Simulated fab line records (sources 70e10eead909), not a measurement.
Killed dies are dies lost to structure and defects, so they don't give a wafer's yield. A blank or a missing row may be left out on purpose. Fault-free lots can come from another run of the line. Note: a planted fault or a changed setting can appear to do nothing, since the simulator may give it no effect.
fab line records + flow nandHarc
record:
- lots: 5
- wafers: 15
- lastDay: 31
route steps=1302 shown P_GATE@170
lots untouched by any fault: they come from a run of this same line in which no faults occurred
startH: the number of hours between the record's first day and the start of the first shown wafer of the lot + waitH: hours from the lot's prior step to this one + " the same as in the row above + L1.1+2: one row covering several wafers at once + - no value, or no start given + * or withheld: withheld + < > ~ a bound
route shown NAME@n: names a module that has steps shown in the file, with the first one's number in the route + usual: the fault-free wafers' mean and standard deviation + same: alike in all rows + chamber/n: place in a boat + sites: the reading at each site + _std_site: standard deviation of those values + _edge_site: inner sites' mean taken away from outer sites' mean + radiusMm: for every site, how far away it sits from the centre of the wafer + mask NAME#n: copy n + behind: the most recent tool/chamber to have shaped the wafer + hold: why the lot went on hold/how many hours it stayed there/how the hold came to an end + device: transistor that didn't switch, given as n, p or np + end of line: the route-end tests of the same wafers + a step with no rows: only its recipe + killed: dies that structure and defects cost at the first sort, which is not the same as the wafer's yield + map: a wafer's dies, x killed, . not, _ none there
set.NAME: the run value of the setting; set.NAME@STEP: its run value at that earlier step + model.NAME: the simulator's own value behind a step, which no gauge read
lots at selected steps of the route; one table per step, one row per wafer
services: from which hour (startH, from the record's first day; less than 0 if before it) a tool's chamber was out of use, for how many hours, and why
== steps ==
step: NHARC_P_GATE_CD_MEAS_46
recipe:
- targetCdNm: 720
- landingEnergyEv: 500
usual:
- cdNm: 718.8/2.2
| lot.wafer | tool     | chamber | startH | waitH | cdNm  |
|-----------|----------|---------|--------|-------|-------|
| L369.1    | cdSem-01 | 0       | 117.62 | -     | 718.6 |
| L369.4    | "        | 0       | "      | "     | 717.5 |
| L369.5    | "        | 0       | "      | "     | 718.1 |
| L370.4    | cdSem-02 | 0       | 130.81 | -     | 718.2 |
| L370.5    | "        | 0       | "      | "     | 717.8 |
| L370.6    | "        | 0       | "      | "     | 721.2 |
| L376.1    | cdSem-02 | 0       | 188.50 | -     | 719.5 |
| L376.2    | "        | 0       | "      | "     | 717.9 |
| L376.3    | "        | 0       | "      | "     | 719.9 |
| L385.1    | cdSem-03 | 0       | 289.91 | -     | 718.8 |
| L385.3    | "        | 0       | "      | "     | 721.1 |
| L385.6    | "        | 0       | "      | "     | 719.1 |
| L388.2    | cdSem-01 | 0       | 308.71 | -     | 716.5 |
| L388.5    | "        | 0       | "      | "     | 721.1 |
| L388.6    | "        | 0       | "      | "     | 716.5 |
step: NHARC_P_GATE_HARDBAKE_47
recipe:
- tempC: 125
- timeS: 80
step: NHARC_P_GATE_DESCUM_48
recipe:
- timeS: 3
- o2FlowSccm: 200
- arFlowSccm: 0
- biasPowerW: 0
- chemistry: O2
usual:
- drypumpMotorCurrentA: 5.9/0.41
- oesProductAu: 1.000/0.013
- rfVppV: 57.7/0.82
- showerheadPlenumPTorr: 1.90/0.086
- throttleValvePct: 11.310/0.0087
| lot.wafer | tool       | chamber | startH | waitH | drypumpMotorCurrentA | oesProductAu | rfHoursCounterH | rfVppV | showerheadPlenumPTorr | throttleValvePct |
|-----------|------------|---------|--------|-------|----------------------|--------------|-----------------|--------|-----------------------|------------------|
| L369.4    | rieDiel-10 | 1       | 117.79 | -     | 6.1                  | 0.971        | 2.9             | 57.2   | 1.96                  | 11.297           |
| L369.1    | "          | 3       | "      | "     | 5.7                  | 0.993        | 2.5             | 58.6   | 1.99                  | 11.319           |
| L369.5    | "          | 1       | "      | "     | 6.2                  | 0.985        | -               | 58.7   | 1.96                  | 11.286           |
| L370.4    | rieDiel-01 | 1       | 130.99 | -     | 6.4                  | 1.022        | 3.8             | 59.3   | 1.97                  | 11.295           |
| L370.5    | "          | 2       | "      | "     | 6.6                  | 0.983        | -               | 57.6   | 1.90                  | 11.293           |
| L370.6    | "          | 3       | "      | "     | 5.3                  | 1.002        | -               | 58.7   | 2.01                  | 11.302           |
| L376.1    | rieDiel-13 | 2       | 188.67 | -     | 6.2                  | 0.995        | 0.8             | 56.8   | 1.79                  | 11.324           |
| L376.3    | "          | 3       | "      | "     | 6.5                  | 0.991        | 0.8             | 56.6   | 1.79                  | 11.325           |
| L376.2    | "          | 0       | "      | "     | 5.0                  | 1.006        | 0.7             | 56.9   | 1.82                  | 11.302           |
| L385.1    | rieDiel-13 | 0       | 290.07 | -     | 5.0                  | 0.996        | 6.8             | 56.5   | 1.81                  | 11.308           |
| L385.3    | "          | 3       | "      | "     | 6.5                  | 0.991        | 7.2             | 56.9   | 1.79                  | 11.300           |
| L385.6    | "          | 0       | "      | "     | 5.0                  | 1.000        | -               | 57.0   | 1.81                  | 11.317           |
| L388.2    | rieDiel-10 | 1       | 308.89 | -     | 6.2                  | 0.996        | 2.9             | 57.6   | 1.95                  | 11.311           |
| L388.6    | "          | 3       | "      | "     | 5.7                  | 0.998        | -               | 56.8   | 1.98                  | 11.313           |
| L388.5    | "          | 0       | "      | "     | 5.8                  | 0.996        | -               | 55.9   | 1.78                  | 11.313           |
step: NHARC_P_GATE_IMPLANT_49
recipe:
- energyKev: 30
- doseCm2: 3e+15
- tiltDeg: 7
step: NHARC_P_GATE_STRIP_111
recipe:
- powerW: 1500
- tempC: 110
- timeS: 250
- chemistry: N2/H2
usual:
- drypumpMotorCurrentA: 5.7/0.37
- heaterPowerW: 87/9.5
- rfReflPowerW: 22/4
- tempC: 110.01/0.14
| lot.wafer | tool           | chamber | startH | waitH | drypumpMotorCurrentA | heaterPowerW | rfHoursCounterH | rfReflPowerW | tempC  |
|-----------|----------------|---------|--------|-------|----------------------|--------------|-----------------|--------------|--------|
| L369.1    | plasmaAsher-02 | 1       | 118.20 | 0.2   | 5.2                  | 79           | 9               | 20           | 110.31 |
| L369.4    | "              | 0       | "      | "     | 6.0                  | 80           | -               | 18           | 110.15 |
| L369.5    | "              | 0       | "      | "     | 6.0                  | 80           | -               | 17           | 110.02 |
| L370.4    | plasmaAsher-01 | 0       | 131.53 | 0.3   | 5.3                  | 101          | -               | 23           | 110.05 |
| L370.6    | "              | 0       | "      | "     | 5.4                  | 102          | -               | 23           | 110.07 |
| L370.5    | "              | 1       | "      | "     | 6.1                  | 94           | -               | 28           | 110.29 |
| L376.2    | plasmaAsher-01 | 1       | 189.02 | 0.2   | 6.1                  | 94           | 3               | 29           | 110.09 |
| L376.1    | "              | 0       | "      | "     | 5.3                  | 107          | 3               | 24           | 110.18 |
| L376.3    | "              | 0       | "      | "     | 5.4                  | 104          | -               | 25           | 110.17 |
| L385.1    | plasmaAsher-01 | 0       | 290.45 | 0.2   | 5.4                  | 104          | 24              | 24           | 109.99 |
| L385.3    | "              | 1       | "      | "     | 6.1                  | 92           | -               | 31           | 109.98 |
| L385.6    | "              | 1       | "      | "     | 6.1                  | 94           | -               | 28           | 109.85 |
| L388.2    | plasmaAsher-02 | 0       | 309.29 | 0.2   | 6.0                  | 83           | 11              | 18           | 109.94 |
| L388.5    | "              | 1       | "      | "     | 5.3                  | 77           | -               | 19           | 109.90 |
| L388.6    | "              | 0       | "      | "     | 6.0                  | 81           | -               | 18           | 110.15 |
step: NHARC_P_GATE_STRIP_75
recipe:
- powerW: 1500
- tempC: 250
- chemistry: O2
usual:
- drypumpMotorCurrentA: 5.7/0.37
- heaterPowerW: 324/36
- rfReflPowerW: 21/4
- tempC: 249.98/0.19
| lot.wafer | tool           | chamber | startH | waitH | drypumpMotorCurrentA | heaterPowerW | rfHoursCounterH | rfReflPowerW | tempC  |
|-----------|----------------|---------|--------|-------|----------------------|--------------|-----------------|--------------|--------|
| L369.1    | plasmaAsher-02 | 1       | 118.46 | 0.2   | 5.3                  | 285          | 9               | 19           | 250.05 |
| L369.4    | "              | 0       | "      | "     | 6.0                  | 299          | -               | 18           | 249.74 |
| L369.5    | "              | 0       | "      | "     | 5.9                  | 297          | -               | 18           | 250.29 |
| L370.4    | plasmaAsher-01 | 0       | 131.75 | 0.2   | 5.3                  | 377          | -               | 23           | 249.59 |
| L370.6    | "              | 0       | "      | "     | 5.4                  | 379          | -               | 24           | 249.75 |
| L370.5    | "              | 1       | "      | "     | 6.1                  | 338          | -               | 29           | 249.92 |
| L376.2    | plasmaAsher-01 | 1       | 189.32 | 0.2   | 6.1                  | 344          | 3               | 29           | 249.76 |
| L376.1    | "              | 0       | "      | "     | 5.4                  | 382          | 3               | 24           | 249.95 |
| L376.3    | "              | 0       | "      | "     | 5.3                  | 395          | -               | 24           | 250.04 |
| L385.1    | plasmaAsher-01 | 0       | 290.75 | 0.3   | 5.3                  | 387          | 24              | 23           | 249.80 |
| L385.3    | "              | 1       | "      | "     | 6.1                  | 352          | -               | 28           | 249.75 |
| L385.6    | "              | 1       | "      | "     | 6.1                  | 352          | -               | 29           | 249.94 |
| L388.2    | plasmaAsher-02 | 0       | 309.55 | 0.2   | 6.0                  | 306          | 11              | 18           | 250.22 |
| L388.5    | "              | 1       | "      | "     | 5.3                  | 286          | -               | 19           | 249.92 |
| L388.6    | "              | 0       | "      | "     | 6.0                  | 300          | -               | 19           | 249.95 |
step: NHARC_P_GATE_STRIP_50
recipe:
- timeS: 900
- tempC: 130
- chemistry: SPM
step: NHARC_P_GATE_DEHYDRATE_51
recipe:
- tempC: 150
- timeS: 120
step: NHARC_P_GATE_HMDS_52
recipe:
- timeS: 30
step: NHARC_P_GATE_COAT_53
recipe:
- spinRpm: 3000
step: NHARC_P_GATE_SOFTBAKE_54
recipe:
- tempC: 122
- timeS: 95
step: NHARC_P_GATE_EBR_55
step: NHARC_P_GATE_EXPOSE_56
recipe:
- na: 0.6
- targetCdNm: 720
- doseMj: 14.81
- maskId: P_PSD
usual:
- exposureDoseMJCm2: 14.813/0.016
- stageVelMmS: 499.94/0.26
| lot.wafer | tool          | chamber | startH | waitH | mask    | exposureDoseMJCm2 | stageVelMmS |
|-----------|---------------|---------|--------|-------|---------|-------------------|-------------|
| L369.1    | krfScanner-01 | 0       | 119.10 | -     | P_PSD#0 | 14.821            | 500.12      |
| L369.4    | "             | 0       | "      | "     | P_PSD#0 | 14.806            | 500.11      |
| L369.5    | "             | 0       | "      | "     | P_PSD#0 | 14.844            | 500.31      |
| L370.4    | krfScanner-02 | 0       | 132.52 | -     | P_PSD#0 | 14.801            | 500.27      |
| L370.5    | "             | 0       | "      | "     | P_PSD#0 | 14.815            | 499.98      |
| L370.6    | "             | 0       | "      | "     | P_PSD#0 | 14.799            | 500.21      |
| L376.1    | krfScanner-02 | 0       | 189.96 | -     | P_HVN#0 | 14.831            | 499.75      |
| L376.2    | "             | 0       | "      | "     | P_HVN#0 | 14.802            | 499.73      |
| L376.3    | "             | 0       | "      | "     | P_HVN#0 | 14.811            | 500.16      |
| L385.1    | krfScanner-01 | 0       | 291.39 | -     | P_PSD#0 | 14.826            | 499.45      |
| L385.3    | "             | 0       | "      | "     | P_PSD#0 | 14.833            | 500.16      |
| L385.6    | "             | 0       | "      | "     | P_PSD#0 | 14.831            | 499.89      |
| L388.2    | krfScanner-01 | 0       | 310.19 | -     | P_PSD#0 | 14.822            | 500.30      |
| L388.5    | "             | 0       | "      | "     | P_PSD#0 | 14.802            | 500.43      |
| L388.6    | "             | 0       | "      | "     | P_PSD#0 | 14.824            | 500.29      |
step: NHARC_P_GATE_PEB_57
recipe:
- pebTempC: 118
- pebTimeS: 85
step: NHARC_P_GATE_DEVELOP_58
recipe:
- timeS: 70
step: NHARC_P_GATE_CD_MEAS_59
recipe:
- targetCdNm: 720
- landingEnergyEv: 500
usual:
- cdNm: 719.3/2.9
| lot.wafer | tool     | chamber | startH | waitH | cdNm  |
|-----------|----------|---------|--------|-------|-------|
| L369.1    | cdSem-02 | 0       | 119.25 | -     | 718.5 |
| L369.4    | "        | 0       | "      | "     | 717.9 |
| L369.5    | "        | 0       | "      | "     | 717.4 |
| L370.4    | cdSem-02 | 0       | 132.66 | -     | 723.9 |
| L370.5    | "        | 0       | "      | "     | 724.1 |
| L370.6    | "        | 0       | "      | "     | 723.2 |
| L376.1    | cdSem-03 | 0       | 190.12 | -     | -     |
| L376.2    | "        | 0       | "      | "     | -     |
| L376.3    | "        | 0       | "      | "     | -     |
| L385.1    | cdSem-01 | 0       | 291.55 | -     | 721.9 |
| L385.3    | "        | 0       | "      | "     | 720.0 |
| L385.6    | "        | 0       | "      | "     | 724.7 |
| L388.2    | cdSem-01 | 0       | 310.34 | -     | 723.6 |
| L388.5    | "        | 0       | "      | "     | 720.5 |
| L388.6    | "        | 0       | "      | "     | 720.3 |
step: NHARC_P_GATE_HARDBAKE_60
recipe:
- tempC: 125
- timeS: 80
== services ==
| tool           | chamber | startH | hours | kind   |
|----------------|---------|--------|-------|--------|
| krfScanner-02  | -       | 94.00  | 4.0   | pm     |
| krfScanner-02  | -       | 100.23 | 4.8   | repair |
| krfScanner-01  | -       | 106.09 | 1.6   | repair |
| krfScanner-02  | -       | 137.14 | 2.4   | repair |
| rieDiel-01     | 3       | 138.43 | 21.0  | repair |
| krfScanner-01  | -       | 140.00 | 4.0   | pm     |
| rieDiel-01     | 2       | 154.09 | 8.1   | repair |
| rieDiel-01     | 2       | 164.48 | 16.5  | repair |
| plasmaAsher-01 | -       | 165.00 | 9.0   | pm     |
| rieDiel-13     | -       | 165.12 | 9.0   | pm     |
| rieDiel-13     | 2       | 205.79 | 3.4   | repair |
| rieDiel-10     | 3       | 208.14 | 1.5   | repair |
| plasmaAsher-01 | -       | 210.01 | 1.6   | repair |
| rieDiel-13     | 1       | 214.76 | 2.6   | repair |
| krfScanner-01  | -       | 218.06 | 0.2   | repair |
| krfScanner-02  | -       | 225.52 | 0.5   | repair |
| rieDiel-10     | 2       | 235.82 | 3.1   | repair |
| rieDiel-10     | -       | 242.50 | 9.0   | pm     |
| plasmaAsher-01 | -       | 242.89 | 1.1   | repair |
| plasmaAsher-02 | -       | 249.08 | 9.0   | pm     |
| krfScanner-02  | -       | 266.00 | 4.0   | pm     |
| rieDiel-13     | -       | 266.92 | 0.3   | repair |
| krfScanner-02  | -       | 288.88 | 0.8   | repair |
| plasmaAsher-01 | -       | 299.97 | 7.9   | repair |
== key ==
firstSign:
- step: NHARC_P_GATE_EXPOSE_56
- reading: mask
- direction: changed
effect:
- step: NHARC_P_GATE_CD_MEAS_59
- reading: cdNm
- direction: missing
metAt NHARC_P_GATE_EXPOSE_56
struckWafers L376.1,L376.2,L376.3
laterRowsLeftOut L376.1,L376.2,L376.3
sortLeftOut L376.1,L376.2,L376.3
testerLeftOut L376
onsetBetween 132.52 189.96
fault:
- kind: wrongMask
- tool: any
- chamber: -
- onsetH: 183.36
- steps: NHARC_P_GATE_EXPOSE_56
- auxCopy: P_HVN#0
- scope: struckLotsOnly
testerLeftOut: of these lots the tester's yield and bins aren't shown, on N5 and GAA mostly nor the transistor test; their killed dies are dies lost to structure and defects alone, not to doping, threshold or leakage, so they don't give the yield
sortLeftOut: the simulated sort isn't trusted on such a fault, so these wafers' sort isn't shown, and their yield isn't known
laterRowsLeftOut: the simulator's readings of these wafers behind a module that went badly wrong aren't trusted and aren't shown, but for the sort
